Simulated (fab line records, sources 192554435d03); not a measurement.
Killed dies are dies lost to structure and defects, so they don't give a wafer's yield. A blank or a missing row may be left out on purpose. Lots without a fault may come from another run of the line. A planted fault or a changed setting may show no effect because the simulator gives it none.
Chamber matching | flow n5_finfet | N5_BEOL_M6_CURE_75 on uv_cure-02: 3 sister chambers
The step cures SiCOH lowk, time 120 s. 17 wafers are shown with their chamber, then 8 later ones without.

WAFERS WITH THEIR CHAMBER
wafer  | chamber | lamp_power_pct (%) | wafer_temp_C_max
L381.1 | 2       | 52.33              | 372.1
L381.2 | 2       | 52.32              | 372.0
L381.3 | 2       | 52.30              | 371.4
L382.1 | 2       | 52.33              | 371.9
L382.4 | 2       | 52.31              | 371.7
L384.2 | 0       | 52.31              | 371.9
L384.4 | 0       | 52.31              | 371.8
L384.6 | 0       | 52.30              | 371.9
L385.1 | 2       | 52.36              | 371.7
L385.3 | 2       | 52.30              | 371.9
L385.4 | 2       | 52.31              | 371.5
L386.2 | 1       | 52.30              | 372.0
L386.3 | 1       | 52.35              | 371.6
L386.6 | 1       | 52.33              | 371.3
L392.1 | 1       | 52.37              | 372.1
L392.3 | 1       | 52.36              | 371.9
L392.5 | 1       | 52.30              | 371.9

SIGNATURES (means of the wafers above)
reading          | chamber 0 | chamber 1 | chamber 2 | scatter within a chamber
lamp_power_pct   | 52.3067   | 52.3350   | 52.3200   | 0.023
wafer_temp_C_max | 371.867   | 371.800   | 371.775   | 0.248
Rule: a wafer's distance from a chamber is the root of the sum, over the readings, of the square of ((its reading less the chamber's mean) divided by the reading's scatter). The wafer belongs to the nearest chamber; if the next one is less than 2 further off, it can't be placed. The scatter: the root of (the sum of the squares of (reading less its chamber's mean) over the shown wafers, divided by (wafers less chambers)).

WAFERS WITHOUT THEIR CHAMBER
wafer  | lamp_power_pct (%) | wafer_temp_C_max
L394.2 | 52.21              | 371.5
L394.5 | 52.25              | 371.3
L394.6 | 52.45              | 371.9
L398.1 | 52.37              | 371.7
L398.5 | 52.26              | 371.3
L404.4 | 52.33              | 372.3
L404.5 | 52.39              | 371.8
L404.6 | 52.30              | 371.6

WHICH CHAMBER EACH WENT THROUGH
wafer  | from the rows above          | in truth
L394.2 | can't be placed: 0 or 2 or 1 | 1
L394.5 | can't be placed: 0 or 2 or 1 | 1
L394.6 | can't be placed: 1 or 2 or 0 | 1
L398.1 | can't be placed: 1 or 2 or 0 | 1
L398.5 | can't be placed: 0 or 2 or 1 | 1
L404.4 | can't be placed: 0 or 1 or 2 | 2
L404.5 | can't be placed: 1 or 2 or 0 | 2
L404.6 | can't be placed: 0 or 2 or 1 | 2
Placed correctly: 0 of 8. Can't be placed from these rows: 8 (the true chamber is among the candidates in 8). Placed wrongly: 0.
